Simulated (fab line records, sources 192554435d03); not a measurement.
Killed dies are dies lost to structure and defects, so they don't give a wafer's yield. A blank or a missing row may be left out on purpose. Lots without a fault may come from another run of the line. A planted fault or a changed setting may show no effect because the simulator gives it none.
Which tool did it? | flow n5_finfet | 11 lots, 33 wafers sampled, at 2 steps of a route of 1938

WHAT THE GAUGES READ, wafer by wafer
N5_PASSIVATION_CD_MEAS_44: target cd 40000 nm.
lot  | measured     | on        | cd_nm (nm)
L951 | day 15 10:08 | cd_sem-02 | 40001 40001 40000
L952 | day 15 15:20 | cd_sem-02 | 40000 40000 40000
L954 | day 16 12:58 | cd_sem-03 | 39993 39995 40001
L955 | day 16 18:28 | cd_sem-01 | 39991 39992 39999
L960 | day 17 05:14 | cd_sem-03 | 39993 40002 40001
L959 | day 18 03:41 | cd_sem-03 | 40001 40001 40003
L961 | day 18 16:19 | cd_sem-01 | 39998 39995 39997
L965 | day 19 05:46 | cd_sem-01 | 40002 39997 40001
L964 | day 19 05:11 | cd_sem-03 | 40003 40002 39999
L966 | day 19 10:00 | cd_sem-02 | 40001 40003 40001
L969 | day 20 02:49 | cd_sem-03 | 39998 40001 39998

WHICH TOOL RAN EACH LOT (tool, then ch and the chambers of the sampled wafers, then the start)
lot  | N5_BEOL_M4_ETCH_70
L951 | rie_diel-01 ch 1,3, day 10 21:49
L952 | rie_diel-01 ch 2,3, day 11 03:33
L954 | rie_diel-03 ch 1,2,3, day 12 01:11
L955 | rie_diel-03 ch 0,1,3, day 12 04:14
L960 | rie_diel-01 ch 0,2,3, day 12 18:28
L959 | rie_diel-01 ch 1,2,3, day 13 15:10
L961 | rie_diel-01 ch 0,3, day 14 00:16
L965 | rie_diel-01 ch 0,1,2, day 14 11:05
L964 | rie_diel-03 ch 1,2, day 14 11:11
L966 | rie_diel-01 ch 0,1,2, day 14 18:58
L969 | rie_diel-03 ch 0,1,2, day 15 06:46
- N5_BEOL_M4_ETCH_70: etches SOC in N2/H2, target depth 80 nm, overetch 24 nm, time 130 s.

THE ANSWER, worked out from the rows above alone
Rule: what is usual is taken from the lots themselves. Put in order of their means at a reading, lots are off if they are a third of the lots or fewer, leave a main group of 4 or more, and stand apart from it by a gap of 3 or more times the standard deviation of the main group's means; of several such gaps the widest counts. A main group whose means are all the same, to the digits that the tables above print for the reading, isn't used. A lot without any number at a reading at which 4 lots or more have one is off too. The other lots that the step has rows for count as sound.
No lot is off at any reading shown: from this, nothing can be told.

WHAT THE SIMULATOR HAD PUT IN
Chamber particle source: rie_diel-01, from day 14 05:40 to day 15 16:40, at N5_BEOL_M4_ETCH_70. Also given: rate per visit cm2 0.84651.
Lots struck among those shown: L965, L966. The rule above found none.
